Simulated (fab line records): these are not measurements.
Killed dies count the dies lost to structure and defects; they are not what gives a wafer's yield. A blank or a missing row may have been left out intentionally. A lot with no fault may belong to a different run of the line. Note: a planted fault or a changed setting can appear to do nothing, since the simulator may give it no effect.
A struck lot beside a sound one / flow nand_harc / 13 steps out of a route of 1159
Sound: the wafers L955.1, L955.3, L955.6. The struck wafers were L973.2, L973.3, L973.5. Last of all comes the cause.
Order at every step that has rows: each side's tool, ch and its chambers, its first start. Under that, the readings that differ: sound wafers / struck wafers / difference of the means / sigmas: that difference in standard deviations of wafers without a fault.
alike: a reading whose means differ by less than 2 such deviations, as well as words and numbers matching on both sides. not compared: withheld readings; readings where some wafer has no value; bounds like >300 that might hide an equal value; numbers whose values overlap and for which the record gives no deviation.
Wherever a step has rows on one side only, a row that says differs or no value, or a row with sigmas, the two part there. Non-overlapping numbers with no deviation appear without sigmas and do not part them. Lack of a reading on every wafer of one side parts them only where that side has two or more wafers.

first, 2 steps without rows for these wafers: NHARC_A_ZERO_WELL_PEB_08 (peb time 80 s); NHARC_A_ZERO_WELL_DEVELOP_09 (time 50 s).
NHARC_A_ZERO_WELL_CD_MEAS_10 targets a cd of 2000 nm.
  sound on cd_sem-01 ch 0, day 7 04:52; struck on cd_sem-03 ch 0, day 11 22:28
  alike: cd_nm
then, 1 step without rows for these wafers: NHARC_A_ZERO_WELL_HARDBAKE_11 (time 65 s).
NHARC_A_ZERO_WELL_DESCUM_12: chemistry O2, time 3 s.
  sound on rie_diel-07 ch 1,2,3, day 7 05:02; struck on rie_diel-08 ch 0,2,3, day 11 22:38
  alike: drypump_motor_current_A, oes_product_au, rf_vpp_V, showerhead_plenum_p_Torr, throttle_valve_pct
  not compared: rf_hours_counter_h
NHARC_A_ZERO_WELL_ETCH_19: etches the open film in N2/H2, target depth 80 nm, overetch 24 nm, time 87.88 s.
  sound on rie_diel-07 ch 1,2,3, day 7 05:08; struck on rie_diel-08 ch 0,2,3, day 11 22:43
  alike: drypump_motor_current_A, oes_product_au, rf_vpp_V, showerhead_plenum_p_Torr, throttle_valve_pct
  not compared: rf_hours_counter_h
NHARC_A_ZERO_WELL_ETCH_13: etches the open film in HBr/Cl2, target depth 120 nm, time 40.1 s.
  sound on rie_si-06 ch 1,3, day 7 05:17; struck on rie_si-01 ch 0,2,3, day 11 22:50
  alike: drypump_motor_current_A, oes_product_au, throttle_valve_pct
  not compared: rf_hours_counter_h
then, 4 steps without rows for these wafers: NHARC_A_ZERO_WELL_STRIP_14 (strips in SPM, time 900 s); NHARC_A_ZERO_WELL_IMPLANT_15; NHARC_A_ZERO_WELL_PRECLEAN_22 (cleans in SC1, time 60 s); NHARC_A_ZERO_WELL_SRD_23.
NHARC_A_ZERO_WELL_RTA_16: time 10 s.
  sound on rtp_anneal-01 ch 0, day 7 06:11; struck on rtp_anneal-02, day 11 23:46
  no value came back on the struck wafers for anneal_temp_c_max, lamp_power_pct (%), lamp_zone_5_pct (%), wafer_temp_C_max; on the sound wafers anneal_temp_c_max reads 1003.9 1003.3 1003.0
NHARC_A_ZERO_WELL_INSPECT_17:
  sound on defect_inspect-02, day 7 06:23; struck on defect_inspect-01, day 11 23:57
  alike: raw_defect_count

## WHERE THEY PART
Only at NHARC_A_ZERO_WELL_RTA_16, within this record. Later steps at which nothing parts them and some readings are alike: NHARC_A_ZERO_WELL_INSPECT_17.

WHY: what the simulator had put in
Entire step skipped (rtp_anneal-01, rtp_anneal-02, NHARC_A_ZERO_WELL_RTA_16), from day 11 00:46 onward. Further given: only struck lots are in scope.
